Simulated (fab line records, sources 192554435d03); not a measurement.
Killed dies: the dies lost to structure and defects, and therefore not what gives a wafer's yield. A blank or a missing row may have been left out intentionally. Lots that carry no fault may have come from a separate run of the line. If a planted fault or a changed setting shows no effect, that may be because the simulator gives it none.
A sampling plan put to the test    flow n5Finfet    one fab line, 76 faults that these records tell of, each judged on the records of the lots that it struck; 2 more are left out, because the records don't allow judging them
Plan = the line's own looks (route steps where a gauge or an inspection reads the wafer without altering it). A look is open to judgement when struck wafers have a number at it and the file gives its usual mean and standard deviation on fault-free wafers. Caught: at a look after the fault's first step, the mean of the struck wafers lies 4 or more of those standard deviations (sigma) from the usual mean. On the tool: the fault's steps, tested the same way using the tool's own readings. Also counted as caught: the struck wafers showing another recipe, or a record that is empty for them alone.

## THE FAULTS, as the simulator had put them in
1. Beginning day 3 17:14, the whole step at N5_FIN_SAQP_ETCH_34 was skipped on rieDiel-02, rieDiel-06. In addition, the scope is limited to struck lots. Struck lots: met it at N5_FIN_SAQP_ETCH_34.
2. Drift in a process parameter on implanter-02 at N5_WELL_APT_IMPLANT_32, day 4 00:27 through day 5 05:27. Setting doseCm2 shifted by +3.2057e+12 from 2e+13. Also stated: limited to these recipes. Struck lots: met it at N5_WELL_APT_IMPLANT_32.
3. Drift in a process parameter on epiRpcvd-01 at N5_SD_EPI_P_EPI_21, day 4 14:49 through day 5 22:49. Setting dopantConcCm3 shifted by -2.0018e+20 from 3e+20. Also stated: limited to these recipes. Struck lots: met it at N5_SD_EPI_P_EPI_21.
4. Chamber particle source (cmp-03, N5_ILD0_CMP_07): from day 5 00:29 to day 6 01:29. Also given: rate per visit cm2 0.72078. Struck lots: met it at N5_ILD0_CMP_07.
5. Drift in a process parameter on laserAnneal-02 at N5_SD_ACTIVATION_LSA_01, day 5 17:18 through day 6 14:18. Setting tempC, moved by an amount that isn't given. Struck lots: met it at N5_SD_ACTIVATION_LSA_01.
6. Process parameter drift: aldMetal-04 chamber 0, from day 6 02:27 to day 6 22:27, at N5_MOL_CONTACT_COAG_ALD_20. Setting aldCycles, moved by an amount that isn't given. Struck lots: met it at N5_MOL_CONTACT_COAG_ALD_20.
7. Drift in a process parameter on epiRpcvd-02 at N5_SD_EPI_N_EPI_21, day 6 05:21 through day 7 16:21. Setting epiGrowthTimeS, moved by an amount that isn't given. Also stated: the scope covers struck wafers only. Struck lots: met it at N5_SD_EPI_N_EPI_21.
8. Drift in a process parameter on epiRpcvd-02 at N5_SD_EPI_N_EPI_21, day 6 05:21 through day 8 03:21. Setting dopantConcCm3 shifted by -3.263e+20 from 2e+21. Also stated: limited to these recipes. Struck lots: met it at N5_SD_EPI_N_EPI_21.
9. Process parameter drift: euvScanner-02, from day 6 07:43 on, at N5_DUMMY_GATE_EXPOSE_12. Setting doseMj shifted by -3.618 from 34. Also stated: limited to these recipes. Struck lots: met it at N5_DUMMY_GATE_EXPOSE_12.
10. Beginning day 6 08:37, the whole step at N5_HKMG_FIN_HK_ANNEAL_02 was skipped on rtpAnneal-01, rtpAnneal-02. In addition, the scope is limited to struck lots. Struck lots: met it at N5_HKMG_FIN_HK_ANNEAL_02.
11. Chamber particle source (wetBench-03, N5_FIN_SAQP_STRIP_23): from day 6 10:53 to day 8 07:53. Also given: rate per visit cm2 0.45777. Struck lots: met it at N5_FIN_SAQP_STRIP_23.
12. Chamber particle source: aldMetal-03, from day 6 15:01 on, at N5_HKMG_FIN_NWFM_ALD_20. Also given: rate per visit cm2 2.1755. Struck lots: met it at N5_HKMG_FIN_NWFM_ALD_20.
13. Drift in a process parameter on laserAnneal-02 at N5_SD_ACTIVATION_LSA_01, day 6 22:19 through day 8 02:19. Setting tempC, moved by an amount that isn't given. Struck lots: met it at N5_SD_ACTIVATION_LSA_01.
14. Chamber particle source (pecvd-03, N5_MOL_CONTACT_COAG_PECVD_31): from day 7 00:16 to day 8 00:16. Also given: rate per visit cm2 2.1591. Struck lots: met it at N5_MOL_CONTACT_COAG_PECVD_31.
15. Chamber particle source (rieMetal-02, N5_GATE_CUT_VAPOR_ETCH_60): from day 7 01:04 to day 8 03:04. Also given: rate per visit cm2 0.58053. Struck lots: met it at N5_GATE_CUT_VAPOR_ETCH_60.
16. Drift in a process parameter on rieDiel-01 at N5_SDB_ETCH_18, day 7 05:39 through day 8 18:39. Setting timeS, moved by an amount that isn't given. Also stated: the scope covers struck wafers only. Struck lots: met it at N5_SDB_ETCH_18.
17. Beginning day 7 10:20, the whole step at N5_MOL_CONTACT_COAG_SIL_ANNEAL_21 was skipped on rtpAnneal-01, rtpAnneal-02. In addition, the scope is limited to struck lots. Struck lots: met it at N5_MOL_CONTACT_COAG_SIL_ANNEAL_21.
18. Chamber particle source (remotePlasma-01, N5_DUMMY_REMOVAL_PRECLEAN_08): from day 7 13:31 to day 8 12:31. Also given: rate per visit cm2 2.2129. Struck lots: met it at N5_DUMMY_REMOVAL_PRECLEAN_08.
19. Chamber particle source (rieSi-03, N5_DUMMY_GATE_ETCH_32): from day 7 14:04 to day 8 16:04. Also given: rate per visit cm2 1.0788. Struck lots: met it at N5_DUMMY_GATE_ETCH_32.
20. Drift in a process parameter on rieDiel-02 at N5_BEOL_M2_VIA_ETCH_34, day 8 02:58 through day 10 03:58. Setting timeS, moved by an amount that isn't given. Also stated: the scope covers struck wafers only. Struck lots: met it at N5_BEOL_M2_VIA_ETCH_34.
21. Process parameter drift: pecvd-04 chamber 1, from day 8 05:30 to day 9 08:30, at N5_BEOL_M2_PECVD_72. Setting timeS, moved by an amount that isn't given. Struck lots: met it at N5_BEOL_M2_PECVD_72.
22. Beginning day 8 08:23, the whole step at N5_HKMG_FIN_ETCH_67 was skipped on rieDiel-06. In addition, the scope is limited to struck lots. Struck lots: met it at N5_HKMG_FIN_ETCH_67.
23. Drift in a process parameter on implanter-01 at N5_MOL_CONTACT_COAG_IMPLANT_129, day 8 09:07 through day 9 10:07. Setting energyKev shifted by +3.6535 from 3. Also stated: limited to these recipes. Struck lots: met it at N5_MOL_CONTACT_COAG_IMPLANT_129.
24. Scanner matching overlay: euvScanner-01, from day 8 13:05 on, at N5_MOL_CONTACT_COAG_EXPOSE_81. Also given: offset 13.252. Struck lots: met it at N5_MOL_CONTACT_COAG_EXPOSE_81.
25. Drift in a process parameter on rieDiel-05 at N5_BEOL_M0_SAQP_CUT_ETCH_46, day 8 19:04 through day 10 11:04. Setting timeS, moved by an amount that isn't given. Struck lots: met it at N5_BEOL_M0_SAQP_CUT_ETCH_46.
26. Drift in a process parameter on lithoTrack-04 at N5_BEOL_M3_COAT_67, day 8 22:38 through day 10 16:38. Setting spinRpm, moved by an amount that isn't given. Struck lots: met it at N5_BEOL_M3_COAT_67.
27. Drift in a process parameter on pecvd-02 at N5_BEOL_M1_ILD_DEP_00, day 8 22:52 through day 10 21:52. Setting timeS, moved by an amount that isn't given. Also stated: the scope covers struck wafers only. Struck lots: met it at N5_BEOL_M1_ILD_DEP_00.
28. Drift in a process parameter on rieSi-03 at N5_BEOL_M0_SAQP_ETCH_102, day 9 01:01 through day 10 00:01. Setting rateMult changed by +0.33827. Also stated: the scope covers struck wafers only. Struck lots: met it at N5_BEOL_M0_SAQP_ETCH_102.
29. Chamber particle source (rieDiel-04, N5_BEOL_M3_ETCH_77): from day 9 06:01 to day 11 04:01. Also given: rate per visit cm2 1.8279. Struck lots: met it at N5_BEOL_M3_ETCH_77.
30. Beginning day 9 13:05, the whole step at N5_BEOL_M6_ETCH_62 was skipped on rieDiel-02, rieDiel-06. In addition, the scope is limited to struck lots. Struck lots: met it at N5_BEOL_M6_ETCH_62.
31. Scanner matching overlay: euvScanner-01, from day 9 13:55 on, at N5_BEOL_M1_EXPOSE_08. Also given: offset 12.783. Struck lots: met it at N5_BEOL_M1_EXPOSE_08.
32. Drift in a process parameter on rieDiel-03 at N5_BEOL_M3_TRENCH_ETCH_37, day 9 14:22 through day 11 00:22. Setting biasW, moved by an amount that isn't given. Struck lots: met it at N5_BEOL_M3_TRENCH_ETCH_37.
33. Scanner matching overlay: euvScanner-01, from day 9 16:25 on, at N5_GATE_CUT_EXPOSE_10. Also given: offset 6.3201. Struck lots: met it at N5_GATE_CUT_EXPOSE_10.
34. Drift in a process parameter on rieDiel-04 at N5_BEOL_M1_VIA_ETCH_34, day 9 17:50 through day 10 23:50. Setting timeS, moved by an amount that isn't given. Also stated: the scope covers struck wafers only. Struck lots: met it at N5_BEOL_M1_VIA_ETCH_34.
35. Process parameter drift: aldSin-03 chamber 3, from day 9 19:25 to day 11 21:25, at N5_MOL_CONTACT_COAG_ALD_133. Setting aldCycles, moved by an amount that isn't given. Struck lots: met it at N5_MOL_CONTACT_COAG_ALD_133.
36. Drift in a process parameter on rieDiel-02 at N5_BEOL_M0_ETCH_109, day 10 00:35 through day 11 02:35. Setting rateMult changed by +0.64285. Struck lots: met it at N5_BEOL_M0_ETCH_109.
37. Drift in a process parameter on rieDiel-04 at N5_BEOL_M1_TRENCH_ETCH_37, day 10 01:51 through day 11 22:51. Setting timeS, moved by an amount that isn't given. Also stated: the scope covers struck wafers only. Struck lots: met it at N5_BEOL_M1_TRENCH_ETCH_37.
38. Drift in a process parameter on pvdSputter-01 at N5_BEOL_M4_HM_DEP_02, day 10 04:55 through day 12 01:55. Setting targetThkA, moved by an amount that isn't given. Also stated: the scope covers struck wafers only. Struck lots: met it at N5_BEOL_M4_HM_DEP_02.
39. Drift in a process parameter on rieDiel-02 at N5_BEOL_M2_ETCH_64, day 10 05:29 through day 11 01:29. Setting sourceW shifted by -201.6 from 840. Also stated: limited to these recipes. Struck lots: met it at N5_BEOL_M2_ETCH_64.
40. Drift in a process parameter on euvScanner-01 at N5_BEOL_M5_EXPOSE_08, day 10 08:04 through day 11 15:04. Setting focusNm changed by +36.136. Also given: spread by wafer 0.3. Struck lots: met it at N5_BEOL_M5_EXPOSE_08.
41. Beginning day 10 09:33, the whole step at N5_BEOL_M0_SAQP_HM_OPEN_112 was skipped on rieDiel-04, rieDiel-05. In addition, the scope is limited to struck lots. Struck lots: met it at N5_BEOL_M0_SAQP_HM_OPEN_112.
42. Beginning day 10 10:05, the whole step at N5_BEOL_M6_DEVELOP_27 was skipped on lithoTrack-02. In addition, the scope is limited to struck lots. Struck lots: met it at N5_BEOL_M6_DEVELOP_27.
43. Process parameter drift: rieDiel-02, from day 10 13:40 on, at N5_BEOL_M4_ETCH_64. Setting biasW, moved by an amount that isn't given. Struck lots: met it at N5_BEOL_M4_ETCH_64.
44. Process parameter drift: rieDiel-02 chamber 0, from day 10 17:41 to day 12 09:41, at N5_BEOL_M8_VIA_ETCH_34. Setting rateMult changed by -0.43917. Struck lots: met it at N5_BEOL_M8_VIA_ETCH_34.
45. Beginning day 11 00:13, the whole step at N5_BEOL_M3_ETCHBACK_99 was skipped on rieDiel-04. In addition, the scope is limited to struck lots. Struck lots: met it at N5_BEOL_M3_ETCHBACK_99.
46. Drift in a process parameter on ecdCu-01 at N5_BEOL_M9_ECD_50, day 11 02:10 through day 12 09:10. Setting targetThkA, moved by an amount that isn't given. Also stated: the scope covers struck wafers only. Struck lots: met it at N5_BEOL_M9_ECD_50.
47. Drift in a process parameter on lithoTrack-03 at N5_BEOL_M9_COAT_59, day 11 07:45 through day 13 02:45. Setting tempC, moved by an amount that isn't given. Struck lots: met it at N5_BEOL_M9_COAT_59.
48. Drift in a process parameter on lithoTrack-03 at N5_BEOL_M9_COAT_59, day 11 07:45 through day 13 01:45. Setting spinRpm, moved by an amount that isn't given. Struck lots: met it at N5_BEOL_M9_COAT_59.
49. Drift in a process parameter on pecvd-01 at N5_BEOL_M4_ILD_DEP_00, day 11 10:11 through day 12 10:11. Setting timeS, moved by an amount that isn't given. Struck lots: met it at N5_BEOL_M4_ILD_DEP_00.
50. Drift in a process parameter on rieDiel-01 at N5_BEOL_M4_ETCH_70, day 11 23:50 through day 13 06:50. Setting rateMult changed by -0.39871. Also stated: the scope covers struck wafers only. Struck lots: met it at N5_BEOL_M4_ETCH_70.
51. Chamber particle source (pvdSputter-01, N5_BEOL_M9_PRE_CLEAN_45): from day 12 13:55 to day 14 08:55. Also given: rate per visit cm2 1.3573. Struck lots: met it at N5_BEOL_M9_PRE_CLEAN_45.
52. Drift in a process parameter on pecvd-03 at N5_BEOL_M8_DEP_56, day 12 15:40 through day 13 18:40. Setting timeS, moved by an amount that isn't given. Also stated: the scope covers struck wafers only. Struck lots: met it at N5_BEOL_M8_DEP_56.
53. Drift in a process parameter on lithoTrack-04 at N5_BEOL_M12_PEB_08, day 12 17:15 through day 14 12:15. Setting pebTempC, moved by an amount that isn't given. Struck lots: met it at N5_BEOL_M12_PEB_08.
54. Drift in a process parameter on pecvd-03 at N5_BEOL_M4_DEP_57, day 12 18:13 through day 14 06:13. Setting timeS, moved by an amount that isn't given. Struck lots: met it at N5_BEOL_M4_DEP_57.
55. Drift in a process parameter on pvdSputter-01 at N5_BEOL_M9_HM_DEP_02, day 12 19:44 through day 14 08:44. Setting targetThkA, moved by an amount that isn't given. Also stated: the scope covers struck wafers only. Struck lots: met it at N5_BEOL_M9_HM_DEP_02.
56. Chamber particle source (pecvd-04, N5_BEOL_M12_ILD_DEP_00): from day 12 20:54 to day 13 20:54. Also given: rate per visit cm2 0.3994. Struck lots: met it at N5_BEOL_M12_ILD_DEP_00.
57. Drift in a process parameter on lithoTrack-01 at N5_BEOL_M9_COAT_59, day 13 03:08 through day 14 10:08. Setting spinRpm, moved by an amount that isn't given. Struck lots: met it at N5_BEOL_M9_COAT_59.
58. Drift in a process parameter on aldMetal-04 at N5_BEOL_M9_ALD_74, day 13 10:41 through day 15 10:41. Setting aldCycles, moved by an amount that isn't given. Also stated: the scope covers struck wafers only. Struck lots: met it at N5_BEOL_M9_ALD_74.
59. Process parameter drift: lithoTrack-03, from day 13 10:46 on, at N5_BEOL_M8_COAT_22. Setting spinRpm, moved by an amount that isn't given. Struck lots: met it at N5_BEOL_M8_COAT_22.
60. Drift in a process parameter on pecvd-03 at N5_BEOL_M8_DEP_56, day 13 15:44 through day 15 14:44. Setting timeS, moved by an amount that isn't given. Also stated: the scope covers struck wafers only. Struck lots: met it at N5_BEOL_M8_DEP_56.
61. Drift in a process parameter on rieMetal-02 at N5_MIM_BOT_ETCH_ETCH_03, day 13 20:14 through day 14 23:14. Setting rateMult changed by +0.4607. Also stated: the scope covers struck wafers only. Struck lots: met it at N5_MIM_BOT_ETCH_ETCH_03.
62. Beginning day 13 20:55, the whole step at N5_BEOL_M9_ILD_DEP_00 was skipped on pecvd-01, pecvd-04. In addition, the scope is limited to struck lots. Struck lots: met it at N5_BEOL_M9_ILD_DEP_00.
63. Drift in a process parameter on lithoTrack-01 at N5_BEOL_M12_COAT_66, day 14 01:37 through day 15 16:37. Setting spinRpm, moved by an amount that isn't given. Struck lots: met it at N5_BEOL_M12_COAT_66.
64. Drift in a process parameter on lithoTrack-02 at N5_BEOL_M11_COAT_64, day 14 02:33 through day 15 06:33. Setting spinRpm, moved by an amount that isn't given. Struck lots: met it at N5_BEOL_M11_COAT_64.
65. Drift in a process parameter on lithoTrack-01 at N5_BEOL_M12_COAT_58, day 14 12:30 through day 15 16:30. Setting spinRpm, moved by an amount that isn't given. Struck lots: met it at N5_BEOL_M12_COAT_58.
66. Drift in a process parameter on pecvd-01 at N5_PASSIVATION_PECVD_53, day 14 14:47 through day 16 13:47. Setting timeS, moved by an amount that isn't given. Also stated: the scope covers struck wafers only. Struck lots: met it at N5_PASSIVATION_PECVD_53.
67. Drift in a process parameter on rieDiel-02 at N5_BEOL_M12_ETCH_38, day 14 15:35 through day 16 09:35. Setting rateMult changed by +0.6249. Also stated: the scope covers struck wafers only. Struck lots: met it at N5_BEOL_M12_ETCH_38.
68. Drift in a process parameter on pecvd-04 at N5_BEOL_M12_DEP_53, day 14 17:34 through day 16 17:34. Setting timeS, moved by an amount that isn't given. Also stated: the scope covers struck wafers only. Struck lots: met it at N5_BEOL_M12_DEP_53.
69. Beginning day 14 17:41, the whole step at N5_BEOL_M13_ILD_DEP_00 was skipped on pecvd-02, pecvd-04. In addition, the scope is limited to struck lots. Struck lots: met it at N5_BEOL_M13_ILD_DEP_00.
70. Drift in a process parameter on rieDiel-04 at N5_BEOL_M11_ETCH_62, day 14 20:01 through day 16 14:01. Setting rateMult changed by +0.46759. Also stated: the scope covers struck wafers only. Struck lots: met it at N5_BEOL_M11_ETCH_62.
71. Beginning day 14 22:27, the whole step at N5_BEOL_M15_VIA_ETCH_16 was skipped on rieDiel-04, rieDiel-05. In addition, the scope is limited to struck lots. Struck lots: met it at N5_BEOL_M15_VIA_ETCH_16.
72. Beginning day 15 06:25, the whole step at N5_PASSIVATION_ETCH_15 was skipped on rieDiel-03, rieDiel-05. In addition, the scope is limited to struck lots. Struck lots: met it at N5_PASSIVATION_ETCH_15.
73. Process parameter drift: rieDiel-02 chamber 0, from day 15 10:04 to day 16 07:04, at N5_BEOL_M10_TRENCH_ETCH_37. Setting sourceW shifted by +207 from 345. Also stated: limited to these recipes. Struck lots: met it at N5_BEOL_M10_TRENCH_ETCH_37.
74. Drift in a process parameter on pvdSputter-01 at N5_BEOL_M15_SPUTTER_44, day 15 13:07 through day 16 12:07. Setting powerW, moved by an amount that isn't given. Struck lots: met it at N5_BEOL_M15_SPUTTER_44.
75. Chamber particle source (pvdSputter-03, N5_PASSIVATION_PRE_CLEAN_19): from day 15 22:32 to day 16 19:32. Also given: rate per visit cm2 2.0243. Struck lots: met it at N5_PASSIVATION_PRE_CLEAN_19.
76. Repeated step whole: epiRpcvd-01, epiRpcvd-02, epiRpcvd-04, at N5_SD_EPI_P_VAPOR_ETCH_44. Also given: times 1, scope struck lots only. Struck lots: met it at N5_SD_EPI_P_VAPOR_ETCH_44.

## WHAT THE PLAN SAW
fault  on the tool itself                                first look that catches it                       reading, sigma                                            median hours from its first step to that look  hours from the fault's start to the first struck lot there  judged looks passed uncaught
1      the tool's record is blank for the struck wafers  N5_FIN_SAQP_OCD_MEAS_76                          trenchDepthNm -80                                         0.4                                            4                                                           0
2      doseIonsCm2 +99 or beyond sigma                   N5_BEOL_M4_RC_MEAS_101                           CJ_N +5.6                                                 160.2                                          170                                                         0
3      no reading that can be judged                     N5_SD_ACTIVATION_RS_MEAS_03                      RS_SD_P +99 or beyond                                     2.6                                            15                                                          0
4      under 2 sigma                                     not the one look that can be judged after it     -                                                         -                                              -                                                           1
5      wafer_temp_C_max +7.8 sigma                       N5_SD_ACTIVATION_RS_MEAS_03                      RS_SD_N -4.8                                              0.2                                            7                                                           0
6      under 2 sigma                                     not the one look that can be judged after it     -                                                         -                                              -                                                           1
7      no reading that can be judged                     N5_SD_EPI_N_EPI_MEAS_23                          thkNm +7.2                                                1.5                                            7                                                           0
8      no reading that can be judged                     none of the 2 looks that can be judged after it  strongest: RS_SD_N at N5_SD_ACTIVATION_RS_MEAS_03, +3.0   -                                              -                                                           2
9      exposureDoseMJCm2 -20 sigma                       N5_DUMMY_GATE_CD_MEAS_15                         cdNm +8.3                                                 0.1                                            6                                                           0
10     the tool's record is blank for the struck wafers  N5_BEOL_M4_RC_MEAS_101                           RS_SD_N -5.8                                              97.9                                           97                                                          0
11     no reading that can be judged                     N5_FIN_SAQP_INSPECT_40                           rawDefectCount +4.3                                       4.3                                            15                                                          0
12     under 2 sigma                                     none of the 2 looks that can be judged after it  -                                                         -                                              -                                                           2
13     wafer_temp_C_max -26 sigma                        N5_SD_ACTIVATION_RS_MEAS_03                      RS_SD_N +14                                               0.2                                            6                                                           0
14     under 2 sigma                                     N5_MOL_CONTACT_COAG_INSPECT_57                   rawDefectCount +29                                        0.5                                            2                                                           0
15     under 2 sigma                                     no look after it can be judged                   -                                                         -                                              -                                                           0
16     under 2 sigma                                     not the one look that can be judged after it     -                                                         -                                              -                                                           1
17     the tool's record is blank for the struck wafers  N5_BEOL_M4_RC_MEAS_101                           RC_P +99 or beyond                                        86.9                                           88                                                          0
18     under 2 sigma                                     no look after it can be judged                   -                                                         -                                              -                                                           0
19     under 2 sigma                                     N5_DUMMY_GATE_INSPECT_27                         rawDefectCount +6.8                                       0.5                                            5                                                           0
20     runLengthS -43 sigma                              not the one look that can be judged after it     -                                                         -                                              -                                                           1
21     under 2 sigma                                     not the one look that can be judged after it     -                                                         -                                              -                                                           1
22     no reading that can be judged                     no look after it can be judged                   -                                                         -                                              -                                                           0
23     beamEnergyKeV +99 or beyond sigma                 not the one look that can be judged after it     -                                                         -                                              -                                                           1
24     under 2 sigma                                     N5_MOL_CONTACT_COAG_OVL_MEAS_85                  VG_OVL +15                                                0.2                                            5                                                           0
25     under 2 sigma                                     not the one look that can be judged after it     -                                                         -                                              -                                                           1
26     spinSpeedRpm -99 or beyond sigma                  not the one look that can be judged after it     -                                                         -                                              -                                                           1
27     under 2 sigma                                     N5_BEOL_M1_THK_MEAS_01                           M1_ILD_THK +8.8                                           0.1                                            9                                                           0
28     oesProductAu +10 sigma                            not the one look that can be judged after it     -                                                         -                                              -                                                           1
29     under 2 sigma                                     no look after it can be judged                   -                                                         -                                              -                                                           0
30     the tool's record is blank for the struck wafers  no look after it can be judged                   -                                                         -                                              -                                                           0
31     no reading that can be judged                     N5_BEOL_M1_OVL_MEAS_12                           M1_OVL +17                                                0.2                                            2                                                           0
32     biasW -95 sigma                                   N5_BEOL_M3_OCD_MEAS_38                           trenchDepthNm -5.5                                        0.2                                            2                                                           0
33     under 2 sigma                                     N5_GATE_CUT_OVL_MEAS_14                          GATE_CUT_OVL +9.3                                         0.2                                            7                                                           0
34     runLengthS -15 sigma                              not the one look that can be judged after it     -                                                         -                                              -                                                           1
35     under 2 sigma                                     no look after it can be judged                   -                                                         -                                              -                                                           0
36     under 2 sigma                                     not the one look that can be judged after it     -                                                         -                                              -                                                           1
37     only faintly: runLengthS -3.9 sigma               none of the 2 looks that can be judged after it  strongest: trenchDepthNm at N5_BEOL_M1_OCD_MEAS_38, -3.0  -                                              -                                                           2
38     under 2 sigma                                     N5_BEOL_M4_OCD_MEAS_38                           trenchDepthNm -34                                         3.4                                            30                                                          0
39     rfFwdPowerW -77 sigma                             not the one look that can be judged after it     -                                                         -                                              -                                                           1
40     no reading that can be judged                     none of the 3 looks that can be judged after it  -                                                         -                                              -                                                           3
41     the tool's record is blank for the struck wafers  no look after it can be judged                   -                                                         -                                              -                                                           0
42     no reading that can be judged                     no look after it can be judged                   -                                                         -                                              -                                                           0
43     biasW -27 sigma                                   not the one look that can be judged after it     -                                                         -                                              -                                                           1
44     only faintly: oesProductAu -3.5 sigma             not the one look that can be judged after it     -                                                         -                                              -                                                           1
45     the tool's record is blank for the struck wafers  no look after it can be judged                   -                                                         -                                              -                                                           0
46     no reading that can be judged                     none of the 2 looks that can be judged after it  -                                                         -                                              -                                                           2
47     plateTempC -99 or beyond sigma                    no look after it can be judged                   -                                                         -                                              -                                                           0
48     spinSpeedRpm +99 or beyond sigma                  no look after it can be judged                   -                                                         -                                              -                                                           0
49     under 2 sigma                                     N5_BEOL_M4_THK_MEAS_01                           M4_ILD_THK +65                                            0.1                                            2                                                           0
50     under 2 sigma                                     not the one look that can be judged after it     -                                                         -                                              -                                                           1
51     under 2 sigma                                     no look after it can be judged                   -                                                         -                                              -                                                           0
52     under 2 sigma                                     not the one look that can be judged after it     -                                                         -                                              -                                                           1
53     plateTempC -14 sigma                              N5_BEOL_M12_CD_MEAS_10                           cdNm -5.4                                                 0.1                                            5                                                           0
54     under 2 sigma                                     none of the 2 looks that can be judged after it  -                                                         -                                              -                                                           2
55     under 2 sigma                                     none of the 2 looks that can be judged after it  -                                                         -                                              -                                                           2
56     under 2 sigma                                     N5_BEOL_M12_INSPECT_12                           rawDefectCount +99 or beyond                              0.5                                            9                                                           0
57     spinSpeedRpm -73 sigma                            no look after it can be judged                   -                                                         -                                              -                                                           0
58     under 2 sigma                                     no look after it can be judged                   -                                                         -                                              -                                                           0
59     spinSpeedRpm -98 sigma                            no look after it can be judged                   -                                                         -                                              -                                                           0
60     under 2 sigma                                     not the one look that can be judged after it     -                                                         -                                              -                                                           1
61     oesProductAu +4.1 sigma                           no look after it can be judged                   -                                                         -                                              -                                                           0
62     the tool's record is blank for the struck wafers  no look after it can be judged                   -                                                         -                                              -                                                           0
63     spinSpeedRpm +63 sigma                            no look after it can be judged                   -                                                         -                                              -                                                           0
64     spinSpeedRpm -44 sigma                            no look after it can be judged                   -                                                         -                                              -                                                           0
65     spinSpeedRpm +45 sigma                            no look after it can be judged                   -                                                         -                                              -                                                           0
66     runLengthS -79 sigma                              no look after it can be judged                   -                                                         -                                              -                                                           0
67     oesProductAu +6.3 sigma                           not the one look that can be judged after it     -                                                         -                                              -                                                           1
68     under 2 sigma                                     not the one look that can be judged after it     -                                                         -                                              -                                                           1
69     the tool's record is blank for the struck wafers  N5_BEOL_M13_THK_MEAS_01                          M13_ILD_THK -76                                           0.2                                            2                                                           0
70     under 2 sigma                                     none of the 2 looks that can be judged after it  strongest: cdNm at N5_BEOL_M11_CD_MEAS_18, +2.5           -                                              -                                                           2
71     the tool's record is blank for the struck wafers  no look after it can be judged                   -                                                         -                                              -                                                           0
72     the tool's record is blank for the struck wafers  no look after it can be judged                   -                                                         -                                              -                                                           0
73     rfFwdPowerW +99 or beyond sigma                   N5_BEOL_M10_OCD_MEAS_38                          trenchDepthNm +13                                         0.2                                            8                                                           0
74     cathodeDcPowerW -99 or beyond sigma               no look after it can be judged                   -                                                         -                                              -                                                           0
75     under 2 sigma                                     no look after it can be judged                   -                                                         -                                              -                                                           0
76     no reading that can be judged                     none of the 2 looks that can be judged after it  -                                                         -                                              -                                                           2
A dash: the fault is not caught, or the number is missing from these records.

Caught at a look: 23 of 76. Caught on the tool: 35 of 76. By one or the other: 47 of 76.
On the tool alone, faults 20, 23, 26, 28, 30, 34, 39, 41, 43, 45, 47, 48, 57, 59, 61, 62, 63, 64, 65, 66, 67, 71, 72, 74 were caught.
Caught at a look alone: faults 3, 7, 11, 14, 19, 24, 27, 31, 33, 38, 49, 56.
Caught by neither: faults 4, 6, 8, 12, 15, 16, 18, 21, 22, 25, 29, 35, 36, 37, 40, 42, 44, 46, 50, 51, 52, 54, 55, 58, 60, 68, 70, 75, 76.

## THINNER SAMPLING
In the worst case, this is how late the first struck lot would be measured if the look that catches a fault measured only every second or every third lot, by lot number:
fault  struck lots at that look, in order of time  every lot  every second lot  every third lot
1      L944, L945, L946                            4 h        9 h               15 h
2      L316, L318                                  170 h      may miss all 2    may miss all 2
3      L164, L166                                  15 h       may miss all 2    may miss all 2
5      L122, L123                                  7 h        14 h              may miss all 2
7      L392, L394, L397                            7 h        33 h              may miss all 3
9      L261, L265                                  6 h        may miss all 2    may miss all 2
10     L426, L427                                  97 h       114 h             may miss all 2
11     L104, L105                                  15 h       24 h              may miss all 2
13     L378, L380                                  6 h        may miss all 2    may miss all 2
14     L168, L169                                  2 h        9 h               may miss all 2
17     L767, L768                                  88 h       102 h             may miss all 2
19     L111, L112                                  5 h        9 h               may miss all 2
24     L377, L378                                  5 h        9 h               may miss all 2
27     L849, L850, L851                            9 h        16 h              20 h
31     L744, L748                                  2 h        may miss all 2    may miss all 2
32     L525, L528                                  2 h        32 h              may miss all 2
33     L638, L639                                  7 h        9 h               may miss all 2
38     L431, L432                                  30 h       37 h              may miss all 2
49     L538, L539, L540                            2 h        7 h               9 h
53     L564, L570                                  5 h        may miss all 2    may miss all 2
56     L711, L710                                  9 h        17 h              may miss all 2
69     L588, L591                                  2 h        5 h               may miss all 2
73     L534                                        8 h        may miss it       may miss it
Hours count from the start of the fault until the first struck lot that is measured. The test against the limit of 4 sigma pooled every struck wafer, which means one lot taken alone may stay below that limit. Other struck lots may not be in these records.

## THE LONGEST TIMED WAY FROM STEP TO LOOK
In fault 2, a median of 160.2 hours elapses between N5_WELL_APT_IMPLANT_32 and N5_BEOL_M4_RC_MEAS_101. No look between them can be judged.
